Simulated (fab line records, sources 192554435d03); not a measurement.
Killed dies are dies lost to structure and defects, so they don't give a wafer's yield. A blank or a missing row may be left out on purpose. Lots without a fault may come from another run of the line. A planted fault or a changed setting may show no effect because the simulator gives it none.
Which tool did it? | flow n5_finfet | 10 lots, 30 wafers sampled, at 2 steps of a route of 1938

WHAT THE GAUGES READ, wafer by wafer
N5_BEOL_M8_THK_MEAS_01.
lot  | measured     | on            | M8_ILD_THK (nm)
L932 | day 9 15:20  | film_metro-01 | 156.6 151.8 155.2
L936 | day 10 18:35 | film_metro-01 | 152.2 153.6 158.8
L940 | day 11 13:00 | film_metro-02 | 156.1 157.8 157.2
L941 | day 11 17:59 | film_metro-01 | 154.2 155.9 157.7
L944 | day 12 02:00 | film_metro-02 | 150.4 150.5 152.1
L943 | day 12 09:01 | film_metro-01 | 155.0 156.7 157.2
L951 | day 14 06:16 | film_metro-02 | 156.1 161.4 157.3
L953 | day 14 16:14 | film_metro-02 | 154.0 154.7 157.7
L954 | day 15 00:55 | film_metro-02 | 155.7 156.5 156.6
L955 | day 15 12:36 | film_metro-01 | 151.6 153.9 156.6

WHICH TOOL RAN EACH LOT (tool, then ch and the chambers of the sampled wafers, then the start)
lot  | N5_BEOL_M8_ILD_DEP_00
L932 | pecvd-04 ch 0,1,2, day 9 14:46
L936 | pecvd-01 ch 0,1,2, day 10 17:58
L940 | pecvd-01 ch 0,1, day 11 11:56
L941 | pecvd-01 ch 0,1, day 11 17:24
L944 | pecvd-03 ch 0,1, day 12 01:26
L943 | pecvd-04 ch 0,1,2, day 12 08:26
L951 | pecvd-04 ch 0,1,2, day 14 05:43
L953 | pecvd-01 ch 1,2, day 14 15:39
L954 | pecvd-01 ch 0,1,2, day 15 00:20
L955 | pecvd-01 ch 1,2, day 15 11:32
- N5_BEOL_M8_ILD_DEP_00: deposits SiCOH lowk from DEMS/porogen, target thk 179.75 nm, time 33.4 s.

THE ANSWER, worked out from the rows above alone
Rule: what is usual is taken from the lots themselves. Put in order of their means at a reading, lots are off if they are a third of the lots or fewer, leave a main group of 4 or more, and stand apart from it by a gap of 3 or more times the standard deviation of the main group's means; of several such gaps the widest counts. A main group whose means are all the same, to the digits that the tables above print for the reading, isn't used. A lot without any number at a reading at which 4 lots or more have one is off too. The other lots that the step has rows for count as sound.
No lot is off at any reading shown: from this, nothing can be told.

WHAT THE SIMULATOR HAD PUT IN
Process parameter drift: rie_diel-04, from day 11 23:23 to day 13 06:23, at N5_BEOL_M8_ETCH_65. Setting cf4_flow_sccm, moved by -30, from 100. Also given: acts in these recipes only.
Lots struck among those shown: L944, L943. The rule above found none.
